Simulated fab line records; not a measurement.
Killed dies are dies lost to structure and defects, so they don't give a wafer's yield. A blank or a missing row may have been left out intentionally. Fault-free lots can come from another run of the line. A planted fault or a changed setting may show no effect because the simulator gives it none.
fab line records | flow nand-harc | part 1 of 2: steps 1 to 4 of 6
record: lots: 20 wafers: 60 last-day: 33
route steps=1302 shown A_CHANNEL_HOLE_D2@595 A_STAIRCASE@650
lots that met no fault: taken from a fault-free run of the same line
start-h: the number of hours between the record's first day and the start of the first shown wafer of the lot | wait-h: time in hours since the lot's previous step | " same as the row above | L1.1+2: a single row standing in for several wafers | - value missing, or start not given | * or withheld: withheld | < > ~ a bound
route shown NAME@n: NAME is a module with steps in the file, n the number in the route of the first one | usual: mean/standard deviation of fault-free wafers | same: alike in all rows | chamber/n: place in a boat | sites: each site's reading | _std_site: the values' standard deviation | _edge_site: mean of outer sites minus mean of inner sites | radius-mm: for every site, how far away it sits from the centre of the wafer | mask NAME#n: copy n | behind: tool/chamber where the wafer was last shaped | hold: reason for holding the lot/hours on hold/outcome of the hold | device: which transistor (n, p or np) failed to switch | end of line: the tests these same wafers got at the end of their route | a step with no rows: only its recipe | killed: the dies lost at the first sort to structure and to defects; this is not the yield of the wafer | map: a wafer's dies, marking killed ones x, the rest . and places with no die _
set.NAME: the setting that was run; set.NAME@STEP: the one run at that earlier step | model.NAME: the simulator's own value behind a step, which no gauge read
a sample of lots followed through the steps of the route, with each step as a table and each wafer as a row
services: the hour from which a tool's chamber was out of use, counted from the record's first day as start-h (under 0 if before that day), plus the number of hours and why
== steps ==
step: NHARC_A_CHANNEL_HOLE_D2_ETCH_23
recipe: bias-v: 5000 source-w: withheld pressure-mtorr: 20 time-s: 819 ar-flow-sccm: 375 c4f8-flow-sccm: 89.3 o2-flow-sccm: 35.7 temp-c: -20 target-depth-a: 16000 chemistry: C4F8/O2/Ar
usual: drypump-motor-current-A: 5.6/0.56 mfc-ar-sccm: 375.0/1.3 showerhead-plenum-p-Torr: 3.61/0.15 throttle-valve-pct: 32.154/0.009
columns lot.wafer tool chamber start-h wait-h drypump-motor-current-A mfc-ar-sccm rf-hours-counter-h showerhead-plenum-p-Torr throttle-valve-pct
L074.2 har-etch-02 0 290.50 1.0 6.0 376.8 - 3.62 32.151
L074.3 " 0 " " 6.0 376.1 - 3.62 32.162
L074.6 " 0 " " 6.0 374.8 - 3.62 32.139
L075.4 har-etch-02 0 307.47 0.5 6.0 375.4 - 3.61 32.164
L075.5 " 1 " " 6.4 374.1 - 3.74 32.148
L075.6 " 0 " " 6.0 374.0 - 3.61 32.148
L076.2 har-etch-02 0 323.49 0.5 6.0 374.3 374 3.61 32.152
L076.3 " 1 " " 6.4 375.2 - 3.73 32.161
L076.6 " 1 " " 6.4 375.0 - 3.73 32.156
L077.2 har-etch-01 0 330.36 0.5 5.2 374.2 170 3.49 32.152
L077.4 " 1 " " 5.0 373.9 - 3.55 32.152
L077.5 " 0 " " 5.2 374.4 - 3.49 32.156
L079.1 har-etch-01 0 338.40 0.5 5.2 375.3 178 3.49 32.165
L079.4 " 0 " " 5.2 374.1 - 3.49 32.159
L079.5 " 0 " " 5.2 375.5 - 3.49 32.140
L078.1 har-etch-02 1 340.80 0.5 6.4 373.6 375 3.72 32.147
L078.3 " 0 " " 6.0 375.4 - 3.60 32.158
L078.6 " 0 " " 6.0 375.9 - 3.60 32.150
L080.2 har-etch-02 1 358.51 0.5 6.4 376.1 382 3.72 32.136
L080.1 " 0 " " 6.0 375.4 397 3.59 32.153
L080.4 " 0 " " 6.0 372.9 - 3.59 32.158
L082.1 har-etch-01 1 382.18 0.5 5.0 375.3 205 3.53 32.151
L082.3 " 0 " " 5.2 374.2 - 3.47 32.180
L082.5 " 1 " " 5.0 376.6 - 3.53 32.161
L083.3 har-etch-01 1 394.26 0.5 5.0 372.2 - 3.52 32.157
L083.6 " 0 " " 5.2 377.8 - 3.47 32.166
L083.5 " 1 " " 5.0 373.6 - 3.52 32.159
L085.2 har-etch-01 0 408.20 0.5 5.2 375.6 224 3.46 32.143
L085.4 " 0 " " 5.2 374.6 - 3.46 32.166
L085.5 " 1 " " 5.0 375.8 - 3.52 32.171
L084.2 har-etch-02 0 408.91 0.5 5.9 374.9 5 3.93 32.163
L084.3 " 1 " " 6.4 375.1 - 3.71 32.159
L084.6 " 1 " " 6.4 376.6 - 3.71 32.148
L086.3 har-etch-01 0 420.59 0.5 5.2 375.4 - 3.46 32.133
L086.5 " 1 " " 5.0 375.4 - 3.51 32.163
L086.6 " 0 " " 5.2 375.0 - 3.46 32.148
L088.2 har-etch-02 1 437.52 0.5 6.4 374.8 20 3.70 32.153
L088.3 " 0 " " 6.0 374.5 - 3.92 32.159
L088.6 " 0 " " 5.9 372.5 - 3.92 32.146
L087.1 har-etch-01 0 439.48 0.5 5.2 375.4 243 3.45 32.158
L087.5 " 1 " " 5.0 375.7 - 3.51 32.164
L087.6 " 0 " " 5.2 375.7 - 3.45 32.166
L089.1 har-etch-01 1 443.84 0.5 5.0 374.6 247 3.51 32.143
L089.6 " 1 " " 5.0 373.6 - 3.51 32.145
L089.5 " 0 " " 5.2 374.2 - 3.45 32.148
L090.2 har-etch-02 0 445.80 0.5 5.9 374.4 28 3.92 32.168
L090.1 " 1 " " 6.4 375.6 28 3.70 32.164
L090.5 " 1 " " 6.4 375.2 - 3.70 32.164
L092.1 har-etch-02 0 478.51 0.5 6.0 374.4 44 3.91 32.180
L092.3 " 1 " " 6.4 374.5 - 3.69 32.144
L092.5 " 1 " " 6.4 374.6 - 3.69 32.161
L094.2 har-etch-02 0 489.03 0.5 5.9 378.2 51 3.90 32.154
L094.1 " 1 " " 6.4 377.7 51 3.68 32.159
L094.3 " 0 " " 5.9 375.7 - 3.90 32.163
L093.1 har-etch-01 1 492.12 0.5 5.0 379.5 277 3.49 32.162
L093.2 " 0 " " 5.2 375.0 277 3.43 32.166
L093.4 " 0 " " 5.2 375.6 - 3.43 32.149
L097.1 har-etch-02 0 522.97 0.5 6.0 375.7 67 3.90 32.151
L097.3 " 0 " " 5.9 375.3 - 3.90 32.157
L097.4 " 1 " " 6.4 373.8 - 3.67 32.155
step: NHARC_A_STAIRCASE_DESCUM_168
recipe: time-s: 3 o2-flow-sccm: 200 ar-flow-sccm: 0 bias-power-w: 0 chemistry: O2
usual: drypump-motor-current-A: 5.7/0.45 mfc-ar-sccm: 0.015/0.015 oes-product-au: 1.000/0.0066 rf-vpp-V: 57.9/0.93 showerhead-plenum-p-Torr: 1.90/0.099 throttle-valve-pct: 11.311/0.009
same: bias-power-w: 0
columns lot.wafer tool chamber start-h wait-h drypump-motor-current-A mfc-ar-sccm oes-product-au rf-hours-counter-h rf-vpp-V showerhead-plenum-p-Torr throttle-valve-pct
L074.2 rie-diel-12 0 346.17 - 5.7 0.030 1.012 20 58.8 2.00 11.322
L074.3 " 3 " " 6.3 0 0.992 21 58.7 1.88 11.309
L074.6 " 1 " " 5.4 0.015 1.003 - 59.0 2.07 11.325
L075.4 rie-diel-08 3 362.55 - 5.8 0.040 0.996 48 57.0 1.81 11.308
L075.5 " 3 " " 5.8 0.040 1.004 - 58.4 1.81 11.318
L075.6 " 0 " " 4.9 0 0.995 - 58.3 2.06 11.293
L077.4 rie-diel-08 2 382.25 - 6.3 0.021 0.996 0 58.6 1.92 11.312
L077.2 " 0 " " 4.9 0 0.998 0 57.4 2.06 11.306
L077.5 " 2 " " 6.3 0.021 0.990 - 58.1 1.92 11.297
L076.2 rie-diel-11 3 382.45 - 5.4 0.015 0.998 45 58.1 1.80 11.297
L076.3 " 0 " " 5.6 0 1.012 37 56.7 1.88 11.304
L076.6 " 0 " " 5.6 0 0.991 - 57.7 1.88 11.296
L079.1 rie-diel-08 0 392.09 - 4.8 0 0.996 6 58.4 2.06 11.314
L079.4 " 1 " " 5.7 0 0.996 5 57.7 1.78 11.307
L079.5 " 3 " " 5.9 0.040 0.999 - 56.9 1.81 11.304
L078.3 rie-diel-08 1 392.25 - 5.7 0 0.996 5 58.1 1.78 11.317
L078.1 " 3 " " 5.9 0.040 0.985 4 58.6 1.81 11.312
L078.6 " 1 " " 5.7 0 1.007 - 57.6 1.78 11.289
L080.4 rie-diel-08 3 418.55 - 5.9 0.040 1.003 10 57.5 1.80 11.317
L080.2 " 0 " " 4.8 0 1.002 12 57.9 2.06 11.317
L080.1 " 1 " " 5.7 0 0.996 12 56.0 1.78 11.317
L082.3 rie-diel-08 2 440.14 - 6.3 0.021 0.996 18 57.4 1.91 11.308
L082.1 " 1 " " 5.7 0 1.000 19 58.5 1.78 11.305
L082.5 " 2 " " 6.3 0.021 0.995 - 57.6 1.91 11.318
L083.3 rie-diel-11 0 449.40 - 5.5 0 1.001 1 57.5 1.88 11.333
L083.6 " 0 " " 5.5 0 0.996 - 58.5 1.88 11.314
L083.5 " 1 " " 5.4 0.039 1.006 - 56.7 1.97 11.309
L084.2 rie-diel-08 3 462.75 - 5.8 0.040 1.000 27 58.6 1.80 11.316
L084.3 " 0 " " 4.8 0 0.996 29 56.6 2.05 11.319
L084.6 " 3 " " 5.8 0.040 0.999 - 59.1 1.80 11.306
L085.4 rie-diel-08 1 462.79 - 5.7 0 1.001 29 57.1 1.78 11.319
L085.2 " 3 " " 5.9 0.040 0.999 27 56.5 1.80 11.332
L085.5 " 2 " " 6.3 0.021 1.002 - 57.5 1.91 11.295
L086.3 rie-diel-12 1 473.63 - 5.4 0.015 1.002 7 57.6 2.05 11.326
L086.6 " 1 " " 5.4 0.015 0.991 - 58.3 2.05 11.310
L086.5 " 2 " " 6.3 0 1.005 - 58.4 1.81 11.320
L087.1 rie-diel-11 3 492.85 - 5.3 0.015 0.997 17 59.9 1.79 11.307
L087.5 " 0 " " 5.5 0 0.993 - 56.9 1.87 11.319
L087.6 " 1 " " 5.4 0.039 1.011 - 57.2 1.96 11.309
L088.2 rie-diel-12 0 496.46 - 5.7 0.030 1.006 13 58.6 1.98 11.310
L088.3 " 2 " " 6.3 0 1.015 10 57.6 1.81 11.315
L088.6 " 0 " " 5.7 0.030 1.000 - 58.3 1.98 11.300
L090.1 rie-diel-12 0 496.64 - 5.7 0.030 1.009 13 59.5 1.98 11.317
L090.2 " 3 " " 6.3 0 0.998 12 57.7 1.86 11.313
L090.5 " 0 " " 5.7 0.030 1.000 - 57.0 1.98 11.285
L089.1 rie-diel-11 2 501.76 - 6.4 0.011 1.016 18 58.0 2.07 11.308
L089.5 " 3 " " 5.4 0.015 1.004 - 58.6 1.79 11.307
L089.6 " 0 " " 5.5 0 1.003 - 58.6 1.87 11.312
L092.1 rie-diel-08 2 533.57 - 6.3 0.021 1.005 54 57.8 1.90 11.334
L092.3 " 0 " " 4.8 0 1.015 55 57.3 2.04 11.308
L092.5 " 2 " " 6.3 0.021 0.996 - 57.8 1.90 11.307
L094.3 rie-diel-12 0 542.31 - 5.7 0.030 0.995 33 58.5 1.97 11.312
L094.2 " 1 " " 5.4 0.015 0.987 25 57.6 2.05 11.316
L094.1 " 3 " " 6.3 0 0.993 29 58.6 1.86 11.305
L093.2 rie-diel-12 2 542.46 - 6.3 0 1.010 26 56.4 1.80 11.327
L093.4 " 3 " " 6.3 0 1.002 29 57.5 1.86 11.315
L093.1 " 0 " " 5.7 0.030 0.997 33 58.5 1.97 11.313
L097.4 rie-diel-08 3 577.04 - 5.9 0.040 1.002 4 58.8 1.79 11.317
L097.1 " 0 " " 4.8 0 1.011 3 59.2 2.04 11.312
L097.3 " 1 " " 5.7 0 0.997 3 59.4 2.08 11.317
step: NHARC_A_STAIRCASE_TRIM_12
recipe: time-s: 211.2 o2-flow-sccm: 500 ar-flow-sccm: 0 bias-w: 0 chemistry: O2
usual: drypump-motor-current-A: 5.8/0.49 mfc-ar-sccm: 0.015/0.016 oes-product-au: 0.999/0.0068 rf-vpp-V: 57.8/0.84 showerhead-plenum-p-Torr: 3.53/0.18 throttle-valve-pct: 17.037/0.0095
same: bias-w: 0
columns lot.wafer tool chamber start-h wait-h drypump-motor-current-A mfc-ar-sccm oes-product-au rf-hours-counter-h rf-vpp-V showerhead-plenum-p-Torr throttle-valve-pct
L074.3 rie-diel-08 1 347.97 0.1 5.7 0 0.999 53 57.2 3.31 17.043
L074.2 " 2 " " 6.3 0.021 0.999 57 57.2 3.54 17.042
L074.6 " 0 " " 4.9 0 0.999 - 58.2 3.78 17.038
L075.4 rie-diel-08 3 365.17 0.6 5.9 0.040 1.003 49 56.9 3.35 17.036
L075.6 " 3 " " 5.9 0.040 1.005 - 58.4 3.35 17.025
L075.5 " 0 " " 4.9 0 1.001 - 57.1 3.78 17.040
L077.2 rie-diel-11 0 384.24 0.1 5.5 0 0.996 37 58.2 3.48 17.048
L077.4 " 2 " " 6.4 0.011 0.994 43 56.4 3.28 17.033
L077.5 " 0 " " 5.5 0 1.003 - 58.4 3.48 17.033
L076.2 rie-diel-12 2 384.43 0.1 6.3 0 1.005 36 58.3 3.36 17.052
L076.3 " 3 " " 6.3 0 0.990 33 57.4 3.46 17.027
L076.6 " 1 " " 5.4 0.015 1.001 - 57.3 3.79 17.027
L079.1 rie-diel-12 3 394.04 0.1 6.2 0 1.002 35 57.6 3.46 17.028
L079.4 " 0 " " 5.7 0.030 0.999 37 57.9 3.66 17.023
L079.5 " 2 " " 6.3 0 0.996 - 57.0 3.36 17.046
L078.3 rie-diel-08 2 394.19 0.1 6.3 0.021 0.995 3 57.2 3.53 17.053
L078.1 " 0 " " 4.9 0 0.997 6 57.9 3.77 17.027
L078.6 " 1 " " 5.7 0 1.004 - 57.1 3.30 17.042
L080.4 rie-diel-12 3 420.60 0.1 6.3 0 0.997 42 57.6 3.46 17.044
L080.2 " 0 " " 5.7 0.030 0.993 43 56.7 3.66 17.015
L080.1 " 1 " " 5.4 0.015 0.992 46 57.3 3.78 17.031
L082.1 rie-diel-08 3 442.09 0.1 5.9 0.040 0.996 20 56.8 3.34 17.011
L082.3 " 1 " " 5.7 0 0.995 19 56.1 3.29 17.034
L082.5 " 2 " " 6.3 0.021 0.993 - 57.7 3.52 17.036
L083.3 rie-diel-11 1 451.43 0.1 5.4 0.039 1.017 2 57.0 3.62 17.024
L083.5 " 0 " " 5.6 0 1.005 - 57.4 3.47 17.045
L083.6 " 1 " " 5.4 0.039 1.002 - 56.6 3.62 17.040
L084.3 rie-diel-11 1 465.40 0.1 5.4 0.039 1.011 6 58.3 3.62 17.038
L084.2 " 0 " " 5.5 0 0.999 6 57.2 3.47 17.034
L084.6 " 1 " " 5.4 0.039 1.013 - 58.4 3.62 17.036
L085.4 rie-diel-08 3 465.61 0.1 5.9 0.040 1.009 28 56.1 3.33 17.030
L085.2 " 0 " " 4.9 0 1.001 30 58.0 3.76 17.029
L085.5 " 2 " " 6.3 0.021 1.008 - 58.4 3.52 17.029
L086.3 rie-diel-08 2 475.56 0.1 6.3 0.021 0.999 32 57.7 3.51 17.025
L086.6 " 3 " " 5.9 0.040 0.995 - 57.5 3.33 17.031
L086.5 " 0 " " 4.9 0 0.996 - 58.0 3.76 17.045
L087.1 rie-diel-12 2 494.77 0.1 6.3 0 0.992 9 57.9 3.35 17.043
L087.5 " 0 " " 5.7 0.030 1.005 - 58.7 3.64 17.033
L087.6 " 1 " " 5.4 0.015 0.995 - 58.1 3.77 17.034
L088.3 rie-diel-12 2 498.46 0.1 6.3 0 1.006 10 58.2 3.35 17.053
L088.2 " 3 " " 6.3 0 0.998 12 56.8 3.44 17.044
L088.6 " 0 " " 5.7 0.030 1.010 - 57.5 3.64 17.040
L090.1 rie-diel-08 3 498.75 0.1 5.9 0.040 1.011 35 56.9 3.33 17.023
L090.2 " 0 " " 4.8 0 1.001 37 58.9 3.76 17.062
L090.5 " 3 " " 5.9 0.040 0.992 - 57.9 3.33 17.030
L089.1 rie-diel-08 0 503.69 0.2 4.9 0 0.992 39 58.0 3.76 17.040
L089.6 " 3 " " 5.9 0.040 1.004 - 57.0 3.33 17.042
L089.5 " 0 " " 4.9 0 0.997 - 59.0 3.76 17.034
L092.3 rie-diel-11 2 535.56 0.1 6.4 0.011 1.003 32 58.3 3.79 17.031
L092.1 " 3 " " 5.4 0.015 0.997 33 58.7 3.32 17.034
L092.5 " 0 " " 5.5 0 0.991 - 58.9 3.45 17.037
L094.3 rie-diel-12 0 544.25 0.1 5.7 0.030 0.995 33 57.3 3.63 17.048
L094.2 " 1 " " 5.4 0.015 0.989 25 57.7 3.76 17.033
L094.1 " 2 " " 6.3 0 0.995 27 56.5 3.34 17.023
L093.1 rie-diel-11 1 544.39 0.1 5.4 0.039 1.006 36 58.1 3.60 17.036
L093.4 " 2 " " 6.4 0.011 0.994 37 59.4 3.79 17.026
L093.2 " 0 " " 5.6 0 0.991 35 57.5 3.45 17.035
L097.4 rie-diel-08 0 578.95 0.1 4.9 0 1.010 3 57.2 3.74 17.040
L097.1 " 1 " " 5.7 0 1.002 3 58.2 3.81 17.026
L097.3 " 2 " " 6.3 0.021 1.009 4 58.3 3.50 17.032
step: NHARC_A_STAIRCASE_ETCH_17
recipe: target-depth-a: 1000 time-s: 40.5 ion-energy-ev: 400 c4f8-flow-sccm: 20 o2-flow-sccm: 10 ar-flow-sccm: withheld rf-w: 600 bias-w: 1000 chemistry: C4F8/O2
usual: bias-w: 1000.0/2.9 oes-product-au: 0.943/0.0084 rf-fwd-power-W: 593.1/2.8 rf-vpp-V: 896/6.4
columns lot.wafer tool chamber start-h wait-h bias-w oes-product-au rf-fwd-power-W rf-hours-counter-h rf-vpp-V
L074.3 rie-diel-08 0 - - 1001.2 0.943 596.2 44 905
L074.2 " 2 " " 998.4 0.948 592.4 57 896
L074.6 " 3 " " 1001.8 0.943 593.7 - 890
L075.4 rie-diel-08 1 - - 1001.4 0.960 592.7 61 888
L075.6 " 1 " " 999.6 0.941 592.2 - 886
L075.5 " 2 " " 999.6 0.945 594.3 - 896
L077.4 rie-diel-11 0 - - 1002.3 0.951 594.8 37 893
L077.2 " 3 " " 997.3 0.943 586.6 46 889
L077.5 " 1 " " 1000.6 0.958 593.7 - 900
L076.3 rie-diel-12 2 - - 1000.6 0.937 591.5 36 889
L076.2 " 0 " " 999.7 0.945 596.3 35 900
L076.6 " 2 " " 998.7 0.944 591.2 - 890
L079.4 rie-diel-12 1 - - 1002.5 0.938 597.0 40 905
L079.1 " 2 " " 1003.5 0.944 593.1 38 890
L079.5 " 1 " " 1000.5 0.944 596.2 - 906
L078.1 rie-diel-08 2 - - 993.6 0.951 590.3 4 895
L078.3 " 3 " " 997.8 0.956 589.8 4 890
L078.6 " 1 " " 998.8 0.943 591.4 - 887
L080.4 rie-diel-12 3 - - 998.5 0.947 590.5 42 893
L080.1 " 0 " " 999.3 0.935 594.3 44 902
L080.2 " 1 " " 1003.8 0.938 593.4 47 905
L082.1 rie-diel-08 1 - - 991.4 0.931 596.9 20 887
L082.3 " 3 " " 999.9 0.934 593.8 21 890
L082.5 " 1 " " 993.8 0.931 594.1 - 888
L083.3 rie-diel-11 1 - - 1002.0 0.961 594.3 3 899
L083.5 " 3 " " 991.8 0.941 587.9 - 891
L083.6 " 0 " " 999.6 0.937 594.5 - 894
L084.2 rie-diel-11 1 - - 999.0 0.951 593.8 7 899
L084.3 " 2 " " 997.0 0.946 589.7 9 905
L084.6 " 0 " " 1000.0 0.948 591.7 - 894
L085.4 rie-diel-08 3 - - 998.8 0.943 590.0 28 889
L085.2 " 0 " " 1002.8 0.939 592.4 30 905
L085.5 " 3 " " 1002.0 0.954 589.0 - 890
L086.3 rie-diel-08 1 - - 999.9 0.929 591.0 34 887
L086.5 " 3 " " 1001.4 0.951 591.5 - 888
L086.6 " 0 " " 995.6 0.947 594.8 - 906
L087.1 rie-diel-12 2 - - 1002.3 0.946 594.4 9 889
L087.6 " 3 " " 1004.9 0.950 596.3 - 892
L087.5 " 0 " " 1003.2 0.949 593.8 - 900
L088.2 rie-diel-12 3 - - 1001.8 0.929 594.7 12 894
L088.3 " 0 " " 1000.0 0.941 594.0 14 899
L088.6 " 0 " " 998.0 0.943 592.5 - 900
L090.1 rie-diel-08 0 - - 1000.1 0.942 594.3 38 905
L090.2 " 2 " " 1002.0 0.937 590.1 37 896
L090.5 " 2 " " 1003.3 0.939 591.6 - 896
L089.1 rie-diel-08 0 - - 999.1 0.951 596.3 43 905
L089.5 " 0 " " 998.7 0.942 594.0 - 904
L089.6 " 2 " " 1000.3 0.958 591.2 - 897
L092.3 rie-diel-11 1 - - 997.3 0.946 596.8 32 899
L092.1 " 2 " " 996.3 0.944 594.9 32 905
L092.5 " 1 " " 1004.4 0.946 598.3 - 898
L094.3 rie-diel-12 0 - - 994.8 0.970 591.8 34 900
L094.1 " 1 " " 996.5 0.938 592.5 25 904
L094.2 " 3 " " 1006.9 0.949 591.6 30 894
L093.1 rie-diel-11 0 - - 1001.7 0.935 596.8 35 894
L093.4 " 1 " " 998.5 0.930 594.9 36 898
L093.2 " 2 " " 998.6 0.933 588.8 37 905
L097.4 rie-diel-08 0 - - 1002.2 0.937 599.0 4 904
L097.3 " 1 " " 1004.2 0.939 590.0 4 907
L097.1 " 2 " " 1001.7 0.939 593.0 5 895
